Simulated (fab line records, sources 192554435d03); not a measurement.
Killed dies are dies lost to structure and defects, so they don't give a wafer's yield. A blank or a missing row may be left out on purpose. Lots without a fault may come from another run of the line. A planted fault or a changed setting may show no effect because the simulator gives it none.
Chamber matching | flow n5_finfet | N5_MOL_CONTACT_COAG_ALD_20 on ald_metal-04: 4 sister chambers
The step deposits TiN, target thk 1.5 nm, pulse time 1 s, purge time 3 s. 16 wafers are shown with their chamber, then 8 later ones without.

WAFERS WITH THEIR CHAMBER
wafer  | chamber | heater_power_w (W) | precursor_pulse_height_rel
L077.1 | 0       | 889                | 1.003
L077.5 | 0       | 865                | 1.005
L077.6 | 3       | 814                | 1.000
L082.1 | 0       | 871                | 0.973
L082.2 | 3       | 834                | 0.975
L082.5 | 0       | 859                | 1.018
L084.2 | 2       | 874                | 1.014
L084.4 | 0       | 865                | 0.999
L084.6 | 2       | 917                | 0.993
L085.3 | 0       | 875                | 1.006
L085.4 | 3       | 820                | 0.972
L085.5 | 1       | 960                | 0.999
L088.1 | 3       | 808                | 0.999
L088.4 | 1       | 948                | 1.001
L088.6 | 3       | 806                | 0.986
L091.2 | 1       | 961                | 0.984

SIGNATURES (means of the wafers above)
reading                    | chamber 0 | chamber 1 | chamber 2 | chamber 3 | scatter within a chamber
heater_power_w             | 870.67    | 956.33    | 895.50    | 816.40    | 13.2
precursor_pulse_height_rel | 1.00067   | 0.99467   | 1.00350   | 0.98640   | 0.0135
Rule: a wafer's distance from a chamber is the root of the sum, over the readings, of the square of ((its reading less the chamber's mean) divided by the reading's scatter). The wafer belongs to the nearest chamber; if the next one is less than 2 further off, it can't be placed. The scatter: the root of (the sum of the squares of (reading less its chamber's mean) over the shown wafers, divided by (wafers less chambers)).

WAFERS WITHOUT THEIR CHAMBER
wafer  | heater_power_w (W) | precursor_pulse_height_rel
L091.4 | 805                | 0.976
L091.6 | 804                | 1.006
L094.2 | 893                | 0.989
L094.3 | 793                | 1.020
L094.6 | 794                | 1.038
L097.1 | 920                | 1.029
L097.2 | 796                | 0.988
L097.3 | 916                | 1.037

WHICH CHAMBER EACH WENT THROUGH
wafer  | from the rows above          | in truth
L091.4 | 3                            | 3
L091.6 | 3                            | 3
L094.2 | can't be placed: 2 or 0      | 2
L094.3 | 3                            | 3
L094.6 | 3                            | 3
L097.1 | can't be placed: 2 or 1 or 0 | 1
L097.2 | 3                            | 3
L097.3 | can't be placed: 2 or 0 or 1 | 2
Placed correctly: 5 of 8. Can't be placed from these rows: 3 (the true chamber is among the candidates in 3). Placed wrongly: 0.
